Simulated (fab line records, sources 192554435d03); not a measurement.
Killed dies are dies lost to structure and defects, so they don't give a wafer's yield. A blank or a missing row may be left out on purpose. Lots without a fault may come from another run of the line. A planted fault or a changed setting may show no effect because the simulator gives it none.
Split-lot experiment | flow n5_finfet | 7 lots, 21 wafers read, on a route of 1938 steps

THE SPLIT
At N5_BEOL_M14_COAT_04 (resist thk 800 nm), the setting spin_rpm was moved away from the recipe's 1704 rpm on 5 of the 21 wafers read, by -4.3% to +9.3%. The other wafers ran this setting at the recipe's value.

The reading is taken at the split's own step.

THE READING
coat_of_BEOL_M14_COAT_04.thk_nm (the simulator's own value, which no gauge read), in nm, at N5_BEOL_M14_COAT_04 (resist thk 800 nm). The file gives no usual value for it. The 16 wafers here that ran the recipe average 800.4 nm, standard deviation 2.3 nm.

wafer  | tool, chamber at the split | spin_rpm as run, rpm | against the recipe | coat_of_BEOL_M14_COAT_04.thk_nm, nm | against lot-mates on the recipe
L076.1 | litho_track-04, 0          | 1704                 | recipe             | 801.4                               | -
L076.2 | litho_track-04, 0          | 1704                 | recipe             | 802                                 | -
L076.3 | litho_track-04, 0          | 1704                 | recipe             | 801.2                               | -
L078.4 | litho_track-03, 0          | 1631                 | -4.3%              | 817                                 | +17.8
L078.5 | litho_track-03, 0          | 1704                 | recipe             | 800.6                               | -
L078.6 | litho_track-03, 0          | 1704                 | recipe             | 797.8                               | -
L082.3 | litho_track-03, 0          | 1704                 | recipe             | 800.2                               | -
L082.5 | litho_track-03, 0          | 1704                 | recipe             | 802                                 | -
L082.6 | litho_track-03, 0          | 1704                 | recipe             | 799.8                               | -
L085.2 | litho_track-04, 0          | 1704                 | recipe             | 798.4                               | -
L085.3 | litho_track-04, 0          | 1704                 | recipe             | 798.6                               | -
L085.4 | litho_track-04, 0          | 1633                 | -4.2%              | 815                                 | +16.5
L086.2 | litho_track-04, 0          | 1863                 | +9.3%              | 762.2                               | -31.6
L086.5 | litho_track-04, 0          | 1863                 | +9.3%              | 763                                 | -30.8
L086.6 | litho_track-04, 0          | 1704                 | recipe             | 793.8                               | -
L089.1 | litho_track-04, 0          | 1704                 | recipe             | 802                                 | -
L089.4 | litho_track-04, 0          | 1704                 | recipe             | 802                                 | -
L089.2 | litho_track-04, 0          | 1704                 | recipe             | 801                                 | -
L091.1 | litho_track-03, 0          | 1704                 | recipe             | 804.2                               | -
L091.3 | litho_track-03, 0          | 1770                 | +3.9%              | 785.8                               | -16.9
L091.4 | litho_track-03, 0          | 1704                 | recipe             | 801.2                               | -

THE FIT
A straight line over all 21 wafers: coat_of_BEOL_M14_COAT_04.thk_nm changes by -3.97 nm for each +1% of spin_rpm; r = -0.99; the points scatter about the line by 2.2 nm.
The same after taking each lot's own level away (the mean of its wafers on the recipe; 21 wafers): -3.54 nm for each +1%; r = -0.99; scatter 1.4 nm.
On that fit, the largest move of spin_rpm shifts the reading by 33 nm.
The lots' own levels span 793.80 to 802.70 nm, that is 3.9 times the standard deviation above.
So the lot-to-lot level changes the slope: the two fits differ.
Check: with one of the wafers moved furthest among these (+9.3%) left out of the fit, the line predicts -33.6 nm for it against its lot-mates. It came out at -31.6 nm against them.

OTHER SPLITS ON THESE WAFERS
These wafers also went through other splits before the reading. Each is held against what the fit with the lots' levels taken away leaves over:
other split on the same wafers    | wafers away from the commonest value | r with coat_of_BEOL_M14_COAT_04.thk_nm (lot level and that fit taken away)
N5_BEOL_M8_COAT_22 spin_rpm       | 5                                    | +0.04
N5_BEOL_M9_HM_DEP_02 target_thk_a | 3                                    | +0.09
N5_BEOL_M9_COAT_60 spin_rpm       | 9                                    | -0.03
N5_BEOL_M10_ILD_DEP_00 time_s     | 10                                   | -0.07
N5_BEOL_M12_ILD_DEP_00 time_s     | 7                                    | +0.04
N5_BEOL_M12_SPUTTER_44 time_s     | 3                                    | -0.20

THE FILE'S OWN FIT
coat_of_BEOL_M14_COAT_04.thk_nm changes by -3.64 nm for each +1% of spin_rpm, r = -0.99.
